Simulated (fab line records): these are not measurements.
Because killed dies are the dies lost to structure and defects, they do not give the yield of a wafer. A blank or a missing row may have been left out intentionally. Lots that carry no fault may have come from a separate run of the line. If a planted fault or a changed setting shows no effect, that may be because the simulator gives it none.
Matching of chambers + flow n5-finfet + N5_HKMG_FIN_CVD_62 on thermal-cvd-si-02 has 3 sister chambers
The step deposits a-Si from Si2H6, target thk 3 nm, time 20.8 s. 20 wafers are shown with their chamber, then 10 later ones without.

## WAFERS, EACH WITH ITS CHAMBER
| wafer  | chamber | heater-power-w (W) | heater-power-outer-w (W) | susceptor-temp-C (C) |
|--------|---------|--------------------|--------------------------|----------------------|
| L075.1 | 0       | 1256               | 868                      | 500.11               |
| L075.4 | 1       | 1365               | 816                      | 500.18               |
| L075.5 | 0       | 1284               | 860                      | 500.04               |
| L079.1 | 1       | 1327               | 814                      | 499.82               |
| L079.4 | 1       | 1327               | 832                      | 499.89               |
| L079.6 | 2       | 1172               | 818                      | 500.02               |
| L081.3 | 0       | 1308               | 853                      | 499.97               |
| L081.5 | 0       | 1294               | 848                      | 499.76               |
| L081.6 | 2       | 1154               | 855                      | 500.25               |
| L083.1 | 2       | 1177               | 828                      | 500.02               |
| L083.4 | 1       | 1350               | 841                      | 500.05               |
| L083.5 | 2       | 1182               | 824                      | 499.98               |
| L085.3 | 2       | 1167               | 826                      | 499.88               |
| L085.5 | 2       | 1160               | 848                      | 499.27               |
| L085.6 | 2       | 1141               | 838                      | 499.95               |
| L087.1 | 2       | 1160               | 834                      | 500.12               |
| L087.2 | 1       | 1360               | 826                      | 499.34               |
| L087.3 | 1       | 1359               | 822                      | 500.25               |
| L091.1 | 2       | 1173               | 840                      | 499.87               |
| L091.2 | 1       | 1358               | 827                      | 499.84               |

SIGNATURES, as means of the wafers listed above
| reading              | chamber 0 | chamber 1 | chamber 2 | scatter within a chamber |
|----------------------|-----------|-----------|-----------|--------------------------|
| heater-power-w       | 1285.50   | 1349.43   | 1165.11   | 15.9                     |
| heater-power-outer-w | 857.25    | 825.43    | 834.56    | 10.5                     |
| susceptor-temp-C     | 499.9700  | 499.9100  | 499.9289  | 0.267                    |
Rule: for a wafer and a chamber, the distance is found by dividing, reading by reading, the gap between the wafer's reading and the chamber's mean by the reading's scatter, squaring, summing and taking the root. The wafer belongs to the nearest chamber; if the next one is less than 2 further off, it can't be placed. The scatter: the root of (the sum of the squares of (reading less its chamber's mean) over the shown wafers, divided by (wafers less chambers)).

## WAFERS MISSING THEIR CHAMBER
| wafer  | heater-power-w (W) | heater-power-outer-w (W) | susceptor-temp-C (C) |
|--------|--------------------|--------------------------|----------------------|
| L091.3 | 1318               | 865                      | 500.09               |
| L093.1 | 1356               | 821                      | 500.34               |
| L093.5 | 1181               | 836                      | 500.46               |
| L093.6 | 1400               | 795                      | 500.17               |
| L095.2 | 1177               | 838                      | 500.38               |
| L095.4 | 1299               | 860                      | 500.07               |
| L095.5 | 1166               | 836                      | 499.82               |
| L097.3 | 1268               | 865                      | 500.15               |
| L097.4 | 1251               | 852                      | 499.97               |
| L097.6 | 1195               | 840                      | 500.07               |

## WHICH CHAMBER EACH WENT THROUGH
| wafer  | from the rows above | in truth |
|--------|---------------------|----------|
| L091.3 | 0                   | 0        |
| L093.1 | 1                   | 1        |
| L093.5 | 2                   | 2        |
| L093.6 | 1                   | 1        |
| L095.2 | 2                   | 2        |
| L095.4 | 0                   | 0        |
| L095.5 | 2                   | 2        |
| L097.3 | 0                   | 0        |
| L097.4 | 0                   | 0        |
| L097.6 | 2                   | 2        |
Correctly placed: 10 of 10. Number that these rows cannot place: 0. Wrongly placed: 0.
